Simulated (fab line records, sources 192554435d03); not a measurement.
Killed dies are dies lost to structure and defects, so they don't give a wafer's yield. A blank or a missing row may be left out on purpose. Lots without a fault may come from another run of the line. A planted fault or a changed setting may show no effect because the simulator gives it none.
fab line records | flow n5_finfet | part 2 of 2: steps 24 to 32 of 32
record lots=5 wafers=15 last_day=21
route steps=1938 shown BEOL_M12@1624
lots that met no fault: from a run of the same line without faults
start_h: hours from the record's first day to the start of the lot's first wafer shown | wait_h: hours since the lot's step before | " the same as in the row above | L1.1+2: a row that stands for several wafers | - no value, or no start given | * or withheld: withheld | < > ~ a bound
route shown NAME@n: a module of which the file shows steps, and the number in the route of the first | usual: mean/standard deviation of fault-free wafers | same: alike in all rows | chamber/n: place in a boat | sites: the reading at each site | _std_site: their standard deviation | _edge_site: outer sites' mean less inner sites' | radius_mm: how far each site lies from the wafer's centre | mask NAME#n: copy n | behind: the tool/chamber that last shaped the wafer | hold: why the lot was held/for how many hours/how that ended | device: the transistor (n, p or np) that didn't switch | end of line: the same wafers' tests at the end of the route | a step without rows: its recipe alone | killed: dies lost to structure and defects at the first sort, not the wafer's yield | map: a wafer's dies, x killed, . not, _ none there
set.NAME: the setting as run; set.NAME@STEP: as run at that earlier step | model.NAME: the simulator's own value behind a step, which no gauge read
lots at some steps of the route; a table a step, a row a wafer
services: from which hour (start_h, from the record's first day; less than 0 if before it) a tool's chamber was out of use, for how many hours, and why
## steps
# step N5_BEOL_M12_PRE_CLEAN_42
# recipe gas=H2/He time_s=30 temp_c=250
# usual heater_power_w=313/28
# same time_s=30
# columns lot.wafer tool chamber start_h wait_h heater_power_w
L079.1 pvd_sputter-01 - 374.38 0.0 370
L079.2 " - " " 345
L079.3 " - " " 290
L081.1 pvd_sputter-02 - 396.14 0.0 339
L081.2 " - " " 310
L081.4 " - " " 282
L084.2 pvd_sputter-01 - 401.29 0.0 319
L084.3 " - " " 362
L084.6 " - " " 321
L089.3 pvd_sputter-01 - 425.99 0.0 359
L089.5 " - " " 311
L089.6 " - " " 292
L095.3 pvd_sputter-03 - 458.88 0.0 332
L095.4 " - " " 300
L095.5 " - " " 320
# step N5_BEOL_M12_SPUTTER_43
# recipe material=TaN target_thk_a=150 temp_c=50 bias_v=168.6 power_w=15000 chamber_pressure_pa=0.12 time_s=24.19
# usual throttle_valve_pct=30.0/0.79
# same time_s=24.19
# columns lot.wafer tool chamber start_h wait_h throttle_valve_pct
L079.1 pvd_sputter-01 - 374.42 0.0 30.0
L079.2 " - " " 29.8
L079.3 " - " " 31.2
L081.1 pvd_sputter-02 - 396.18 0.0 30.5
L081.2 " - " " 29.7
L081.4 " - " " 29.8
L084.2 pvd_sputter-01 - 401.33 0.0 29.4
L084.3 " - " " 29.8
L084.6 " - " " 29.6
L089.3 pvd_sputter-01 - 426.03 0.0 29.7
L089.5 " - " " 29.6
L089.6 " - " " 31.5
L095.3 pvd_sputter-03 - 458.92 0.0 30.4
L095.4 " - " " 29.6
L095.5 " - " " 31.0
# step N5_BEOL_M12_SPUTTER_44
# recipe material=Ta target_thk_a=100 temp_c=50 bias_v=80 power_w=15000 chamber_pressure_pa=0.07 time_s=16.13
# usual throttle_valve_pct=29.9/0.78
# same time_s=16.13
# columns lot.wafer tool chamber start_h wait_h throttle_valve_pct
L079.1 pvd_sputter-01 - 374.50 0.0 29.8
L079.2 " - " " 29.6
L079.3 " - " " 30.9
L081.1 pvd_sputter-02 - 396.26 0.0 30.7
L081.2 " - " " 30.0
L081.4 " - " " 29.6
L084.2 pvd_sputter-01 - 401.41 0.0 29.6
L084.3 " - " " 29.6
L084.6 " - " " 29.6
L089.3 pvd_sputter-01 - 426.11 0.0 29.6
L089.5 " - " " 29.2
L089.6 " - " " 31.1
L095.3 pvd_sputter-03 - 459.00 0.0 30.7
L095.4 " - " " 29.3
L095.5 " - " " 31.1
# step N5_BEOL_M12_SPUTTER_45
# recipe material=Cu target_thk_a=800 temp_c=-20 bias_v=60 power_w=26000 chamber_pressure_pa=0.13 time_s=13.33
# usual chuck_gas_flow_sccm=1.26/0.053 throttle_valve_pct=29.9/0.77
# same time_s=13.33
# columns lot.wafer tool chamber start_h wait_h chuck_gas_flow_sccm throttle_valve_pct
L079.1 pvd_sputter-01 - 374.58 0.0 1.31 29.8
L079.2 " - " " 1.29 29.4
L079.3 " - " " 1.24 31.1
L081.1 pvd_sputter-02 - 396.34 0.0 1.21 30.4
L081.2 " - " " 1.39 30.1
L081.4 " - " " 1.24 29.8
L084.2 pvd_sputter-01 - 401.49 0.0 1.23 29.4
L084.3 " - " " 1.23 29.9
L084.6 " - " " 1.26 29.3
L089.3 pvd_sputter-01 - 426.19 0.0 1.26 29.5
L089.5 " - " " 1.29 29.4
L089.6 " - " " 1.22 30.9
L095.3 pvd_sputter-03 - 459.08 0.0 1.21 30.2
L095.4 " - " " 1.26 29.3
L095.5 " - " " 1.29 31.3
# step N5_BEOL_M12_ECD_47
# recipe material=Cu target_thk_a=7200
# columns lot.wafer tool chamber start_h wait_h
L079.1+2+3 ecd_cu-01 1,0,1 374.69 0.1
L081.1+2+4 ecd_cu-02 0,1,1 396.45 0.1
L084.2+3+6 ecd_cu-02 0 401.61 0.1
L089.3+5+6 ecd_cu-01 1,1,0 426.35 0.1
L095.3+4+5 ecd_cu-02 0,1,1 459.24 0.1
# step N5_BEOL_M12_ANNEAL_48
# recipe temp_c=225 time_s=90 ambient=N2
# usual wafer_temp_C_max=226.09/0.28
# same time_s=90
# columns lot.wafer tool chamber start_h wait_h wafer_temp_C_max
L079.1 rtp_anneal-02 0 374.84 0.1 225.93
L079.2 " 0 " " 225.56
L079.3 " 0 " " 225.65
L081.1 rtp_anneal-02 0 396.60 0.1 226.66
L081.2 " 0 " " 226.08
L081.4 " 0 " " 225.69
L084.2 rtp_anneal-01 0 401.80 0.1 226.55
L084.3 " 0 " " 226.29
L084.6 " 0 " " 226.55
L089.3 rtp_anneal-01 0 426.72 0.3 226.00
L089.5 " 0 " " 226.15
L089.6 " 0 " " 226.13
L095.3 rtp_anneal-02 0 459.43 0.2 225.93
L095.4 " 0 " " 226.44
L095.5 " 0 " " 226.05
# step N5_BEOL_M12_CMP_49
# recipe stop_on=SiOC t_overpolish_s=20.6 down_force_psi=1 platen_rpm=50 clearing_platen_down_force_psi=1.5 clearing_platen_rpm=50 post_cmp_clean=cu_alkaline target_thk_nm=320 clearing_platen_pad_velocity_m_s=0.99484 pad_velocity_m_s=0.99484
# usual barrier_field_endpoint_s=30.2/0.76 clearing_platen_down_force_psi=1.5000/0.0028 motor_current_A=6.1/0.53 overpolish_run_s=20.602/0.0089
# columns lot.wafer tool chamber start_h wait_h barrier_field_endpoint_s clearing_platen_down_force_psi motor_current_A overpolish_run_s
L079.2 cmp-02 2 375.17 0.2 29.7 1.5022 6.3 20.596
L079.1 " 3 " " 30.1 1.5010 6.9 20.605
L079.3 " 0 " " 30.5 1.5004 6.1 20.585
L081.1 cmp-01 1 396.95 0.3 29.9 1.4992 5.2 20.613
L081.4 " 2 " " 29.5 1.5011 6.0 20.611
L081.2 " 3 " " 30.7 1.5009 5.7 20.590
L084.3 cmp-04 2 402.09 0.2 30.1 1.5012 6.2 20.602
L084.2 " 0 " " 28.8 1.5022 5.8 20.607
L084.6 " 1 " " 31.3 1.4987 5.8 20.594
L089.3 cmp-01 0 426.93 0.2 30.4 1.4982 7.0 20.614
L089.5 " 0 " " 30.4 1.4979 6.9 20.587
L089.6 " 1 " " 30.1 1.4958 5.1 20.598
L095.4 cmp-04 1 459.69 0.2 32.1 1.4972 6.0 20.606
L095.3 " 2 " " 32.3 1.5012 6.1 20.603
L095.5 " 0 " " 32.0 1.5004 5.6 20.599
# step N5_BEOL_M12_THK_MEAS_50
# recipe thk_meas_gauge=xrf reads=Cu_of_BEOL_M12_ECD_47
# usual M12_THK=321/7.3
# columns lot.wafer tool chamber start_h wait_h M12_THK[nm]
L079.1 film_metro-01 - 375.43 - 315
L079.2 " - " " 321
L079.3 " - " " 325
L081.1 film_metro-01 - 397.20 - 317
L081.2 " - " " 320
L081.4 " - " " 335
L084.2 film_metro-02 - 402.35 - 315
L084.3 " - " " 335
L084.6 " - " " 327
L089.3 film_metro-02 - 427.22 - 321
L089.5 " - " " 321
L089.6 " - " " 331
L095.3 film_metro-01 - 459.95 - 316
L095.4 " - " " 320
L095.5 " - " " 326
# step N5_BEOL_M12_PRE_CLEAN_52
# recipe gas=NH3 time_s=15 temp_c=withheld rf_power_w=300
# same time_s=15
# columns lot.wafer tool chamber start_h wait_h
L079.1+2+3 pecvd-04 2,1,0 375.47 0.0
L081.1+2+4 pecvd-01 1,0,1 397.24 0.0
L084.2+3+6 pecvd-02 0 402.40 0.0
L089.3+5+6 pecvd-01 0,2,1 427.26 0.0
L095.3+4+5 pecvd-02 0,0,2 459.98 0.0
## services
# columns tool chamber start_h hours kind
cmp-04 - 381.92 4.0 pm
krf_scanner-01 - 384.34 1.3 pm
cmp-02 - 387.25 5.8 pm
rie_diel-03 2 390.73 - clean
rie_diel-03 2 390.73 - consumable_replace:focus_ring
pecvd-02 2 391.50 18.6 repair
rie_diel-01 0 394.03 3.4 repair
cmp-04 - 396.87 3.4 repair
rie_diel-04 3 403.00 26.1 repair
krf_scanner-01 - 404.05 0.8 repair
rie_diel-01 1 409.37 8.5 repair
krf_scanner-01 - 413.17 4.0 pm
krf_scanner-02 - 417.19 1.3 pm
rie_diel-03 1 417.77 8.0 repair
cmp-02 - 418.69 0.5 repair
krf_scanner-02 - 420.04 4.0 pm
krf_scanner-02 - 424.07 1.0 pm
cmp-01 - 436.24 3.6 repair
krf_scanner-02 - 438.15 0.8 pm
rie_diel-03 2 439.39 1.4 repair
krf_scanner-02 - 441.87 2.6 repair
pecvd-01 - 447.47 14.6 pm
cmp-04 - 453.74 1.4 repair
cmp-02 - 456.25 4.9 pm
